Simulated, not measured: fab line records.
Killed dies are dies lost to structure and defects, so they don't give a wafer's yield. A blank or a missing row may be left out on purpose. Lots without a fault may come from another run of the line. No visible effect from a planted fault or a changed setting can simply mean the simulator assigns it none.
Split-lot trial || flow n5Finfet || on a route of 1938 steps: 7 lots, 21 wafers read

ABOUT THE SPLIT
At N5_BEOL_M8_TRENCH_ETCH_37 (etches SiCOH lowk in C4F6/O2, target depth 93.478 nm, time 31.2 s), the setting biasW was moved away from the recipe's 185 W on 9 of the 21 wafers read, by -17.9% to +11.6%. This setting was run at the recipe's value on the other wafers.

FROM THE SPLIT TO THE READING: what the file shows between them, 11 steps
- N5_BEOL_M8_ETCH_41: etches SiCN in CH3F/O2, target depth 31.9 nm, time 57.8 s
- N5_BEOL_M8_STRIP_80: strips in N2/H2, time 10 s
- N5_BEOL_M8_OCD_MEAS_38
- N5_BEOL_M8_CURE_75: cures SiCOH lowk, time 120 s (also split here: timeS)
- N5_BEOL_M8_DEGAS_44: time 60 s
- N5_BEOL_M8_PRE_CLEAN_45: time 30 s
- N5_BEOL_M8_ECD_50: material Cu, target thk 300 nm
- N5_BEOL_M8_ANNEAL_51: time 90 s
- N5_BEOL_M8_CMP_52: polishes, stops on SiCOH lowk, t overpolish 6.9 s, target thk 80 nm
- N5_BEOL_M8_PRE_CLEAN_55: time 15 s
- N5_BEOL_M8_DEP_56: deposits SiCN from 3MS/NH3, target thk 10 nm, time 17.5 s

THE READING
M8_RS in ohm/sq, measured at N5_BEOL_M8_RS_MEAS_57 by four-point-probe. A value of 0.286 ohm/sq with a standard deviation of 0.0072 ohm/sq is what fault-free wafers of this fab line usually give.

{"wafer": "L075.4", "tool, chamber at the split": "rieDiel-02, 3", "biasW as run, W": 185, "against the recipe": "recipe", "M8_RS, ohm/sq": 0.271, "against lot-mates on the recipe": "-"}
{"wafer": "L075.5", "tool, chamber at the split": "rieDiel-02, 2", "biasW as run, W": 195.4, "against the recipe": "+5.6%", "M8_RS, ohm/sq": 0.274, "against lot-mates on the recipe": -0.002}
{"wafer": "L075.6", "tool, chamber at the split": "rieDiel-02, 1", "biasW as run, W": 185, "against the recipe": "recipe", "M8_RS, ohm/sq": 0.282, "against lot-mates on the recipe": "-"}
{"wafer": "L077.1", "tool, chamber at the split": "rieDiel-02, 3", "biasW as run, W": 151.8, "against the recipe": "-17.9%", "M8_RS, ohm/sq": 0.311, "against lot-mates on the recipe": "+0.023"}
{"wafer": "L077.2", "tool, chamber at the split": "rieDiel-02, 1", "biasW as run, W": 151.8, "against the recipe": "-17.9%", "M8_RS, ohm/sq": 0.319, "against lot-mates on the recipe": "+0.031"}
{"wafer": "L077.5", "tool, chamber at the split": "rieDiel-02, 3", "biasW as run, W": 185, "against the recipe": "recipe", "M8_RS, ohm/sq": 0.288, "against lot-mates on the recipe": "-"}
{"wafer": "L078.1", "tool, chamber at the split": "rieDiel-02, 1", "biasW as run, W": 193.3, "against the recipe": "+4.5%", "M8_RS, ohm/sq": 0.282, "against lot-mates on the recipe": -0.001}
{"wafer": "L078.4", "tool, chamber at the split": "rieDiel-02, 2", "biasW as run, W": 193.3, "against the recipe": "+4.5%", "M8_RS, ohm/sq": 0.279, "against lot-mates on the recipe": -0.004}
{"wafer": "L078.5", "tool, chamber at the split": "rieDiel-02, 3", "biasW as run, W": 185, "against the recipe": "recipe", "M8_RS, ohm/sq": 0.283, "against lot-mates on the recipe": "-"}
{"wafer": "L076.1", "tool, chamber at the split": "rieDiel-03, 2", "biasW as run, W": 185, "against the recipe": "recipe", "M8_RS, ohm/sq": 0.278, "against lot-mates on the recipe": "-"}
{"wafer": "L076.3", "tool, chamber at the split": "rieDiel-03, 3", "biasW as run, W": 185, "against the recipe": "recipe", "M8_RS, ohm/sq": 0.284, "against lot-mates on the recipe": "-"}
{"wafer": "L076.6", "tool, chamber at the split": "rieDiel-03, 1", "biasW as run, W": 185, "against the recipe": "recipe", "M8_RS, ohm/sq": 0.290, "against lot-mates on the recipe": "-"}
{"wafer": "L092.3", "tool, chamber at the split": "rieDiel-03, 1", "biasW as run, W": 206.5, "against the recipe": "+11.6%", "M8_RS, ohm/sq": 0.281, "against lot-mates on the recipe": -0.009}
{"wafer": "L092.4", "tool, chamber at the split": "rieDiel-03, 0", "biasW as run, W": 185, "against the recipe": "recipe", "M8_RS, ohm/sq": 0.284, "against lot-mates on the recipe": "-"}
{"wafer": "L092.5", "tool, chamber at the split": "rieDiel-03, 1", "biasW as run, W": 185, "against the recipe": "recipe", "M8_RS, ohm/sq": 0.297, "against lot-mates on the recipe": "-"}
{"wafer": "L095.3", "tool, chamber at the split": "rieDiel-03, 3", "biasW as run, W": 185, "against the recipe": "recipe", "M8_RS, ohm/sq": 0.277, "against lot-mates on the recipe": "-"}
{"wafer": "L095.4", "tool, chamber at the split": "rieDiel-03, 1", "biasW as run, W": 155.9, "against the recipe": "-15.7%", "M8_RS, ohm/sq": 0.316, "against lot-mates on the recipe": "+0.039"}
{"wafer": "L095.5", "tool, chamber at the split": "rieDiel-03, 3", "biasW as run, W": 185, "against the recipe": "recipe", "M8_RS, ohm/sq": 0.277, "against lot-mates on the recipe": "-"}
{"wafer": "L096.1", "tool, chamber at the split": "rieDiel-02, 2", "biasW as run, W": 169.4, "against the recipe": "-8.4%", "M8_RS, ohm/sq": 0.295, "against lot-mates on the recipe": "+0.005"}
{"wafer": "L096.2", "tool, chamber at the split": "rieDiel-02, 0", "biasW as run, W": 169.4, "against the recipe": "-8.4%", "M8_RS, ohm/sq": 0.306, "against lot-mates on the recipe": "+0.016"}
{"wafer": "L096.4", "tool, chamber at the split": "rieDiel-02, 1", "biasW as run, W": 185, "against the recipe": "recipe", "M8_RS, ohm/sq": 0.290, "against lot-mates on the recipe": "-"}

THE FIT
A straight line over all 21 wafers: M8_RS changes by -0.00157 ohm/sq for each +1% of biasW; r = -0.87; the points scatter about the line by 0.0071 ohm/sq.
The same after taking each lot's own level away (the mean of its wafers on the recipe; 21 wafers): -0.00148 ohm/sq for each +1%; r = -0.89; scatter 0.0058 ohm/sq.
The reading moves by 0.027 ohm/sq for the largest change in biasW, on that fit.
The lots' own levels span 0.2765 to 0.2905 ohm/sq, that is 1.9 times the standard deviation above.
Consequently the slope shifts little with the lot-to-lot level, the two slopes agreeing.
Check: for one of the wafers moved furthest among these (-17.9%), held out of the fit, the line's prediction against its lot-mates is +0.0301 ohm/sq. It came out at +0.023 ohm/sq against them.
Tool readings at the split's step, against how far the setting was moved: rfVppV r = +0.98.

ADDITIONAL SPLITS CARRIED BY THESE WAFERS
Before the reading, these wafers also passed through other splits. Each is held against what the fit with the lots' levels taken away leaves over:
{"other split on the same wafers": "N5_BEOL_M8_DESCUM_16 timeS", "wafers away from the commonest value": 9, "r with M8_RS (lot level and that fit taken away)": -0.01}
{"other split on the same wafers": "N5_BEOL_M8_CURE_75 timeS", "wafers away from the commonest value": 6, "r with M8_RS (lot level and that fit taken away)": -0.10}

THE WHOLE CHAIN: every reading that the file lists as answering this split, in the file's order
{"step": "N5_BEOL_M8_TRENCH_ETCH_37", "what it does": "etches SiCOH lowk in C4F6/O2, target depth 93.478 nm, time 31.2 s", "reading": "rfVppV", "change (the file's fit)": "+5.06 V for each +1% of the setting", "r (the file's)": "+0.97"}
{"step": "N5_BEOL_M8_TRENCH_ETCH_37", "what it does": "etches SiCOH lowk in C4F6/O2, target depth 93.478 nm, time 31.2 s", "reading": "BEOL_M8.featureDepthNm (the simulator's own value, which no gauge read)", "change (the file's fit)": "+0.354 nm for each +1% of the setting", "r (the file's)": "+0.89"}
{"step": "N5_BEOL_M8_TRENCH_ETCH_37", "what it does": "etches SiCOH lowk in C4F6/O2, target depth 93.478 nm, time 31.2 s", "reading": "etch.depthNm (the simulator's own value, which no gauge read)", "change (the file's fit)": "+0.35 nm for each +1% of the setting", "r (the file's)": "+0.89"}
{"step": "N5_BEOL_M8_OCD_MEAS_38", "what it does": "", "reading": "trenchDepthNm", "change (the file's fit)": "+0.343 nm for each +1% of the setting", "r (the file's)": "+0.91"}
{"step": "N5_BEOL_M8_CMP_52", "what it does": "polishes, stops on SiCOH lowk, t overpolish 6.9 s, target thk 80 nm", "reading": "Cu_of_BEOL_M8_ECD_50.thkNm (the simulator's own value, which no gauge read)", "change (the file's fit)": "+0.348 nm for each +1% of the setting", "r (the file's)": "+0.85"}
{"step": "N5_BEOL_M8_RS_MEAS_57", "what it does": "measures by four-point-probe", "reading": "M8_RS", "change (the file's fit)": "-0.00161 for each +1% of the setting", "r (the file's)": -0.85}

FILE'S OWN FIT
M8_RS changes by -0.00161 ohm/sq for each +1% of biasW, r = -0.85.
